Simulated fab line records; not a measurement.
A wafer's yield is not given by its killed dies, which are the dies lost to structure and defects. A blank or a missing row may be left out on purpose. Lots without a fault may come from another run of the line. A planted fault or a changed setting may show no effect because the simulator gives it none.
Matching of chambers -- flow nand-harc -- NHARC_A_STAIRCASE_DEP_417 on pecvd-04: 3 sister chambers
The step deposits Si3N4, target thk 60 nm. 6 wafers are shown with their chamber, then 7 later ones without.

WAFERS PAIRED WITH THEIR CHAMBERS
wafer,chamber,heater-power-w (W)
L076.4,2,735
L084.1,1,785
L084.5,2,823
L084.6,0,719
L086.2,0,821
L086.4,1,892

WAFERS WITH NO CHAMBER GIVEN
wafer,heater-power-w (W)
L086.6,661
L095.3,899
L095.5,819
L095.6,908
L097.3,813
L097.4,695
L097.5,808

CHAMBER TAKEN BY EACH
wafer,from the rows above,in truth
L086.6,can't be placed: 0 or 2 or 1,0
L095.3,can't be placed: 1 or 2 or 0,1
L095.5,can't be placed: 1 or 2 or 0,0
L095.6,can't be placed: 1 or 2 or 0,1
L097.3,can't be placed: 1 or 2 or 0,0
L097.4,can't be placed: 0 or 2 or 1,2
L097.5,can't be placed: 2 or 1 or 0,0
Correct placement for 0 of the 7. Cannot be placed on the basis of these rows: 7; the candidates contain the true chamber in 7. Wrongly placed: 0.
How it was worked out, from the rows above alone: a wafer's distance from a chamber is the root of the sum, over the readings, of the square of ((its reading less the chamber's mean) divided by the reading's scatter). The wafer belongs to the nearest chamber; if the next one is less than 2 further off, it can't be placed. Each chamber's mean is taken over the wafers shown for it. The scatter: the root of (the sum of the squares of (reading less its chamber's mean) over the shown wafers, divided by (wafers less chambers)).
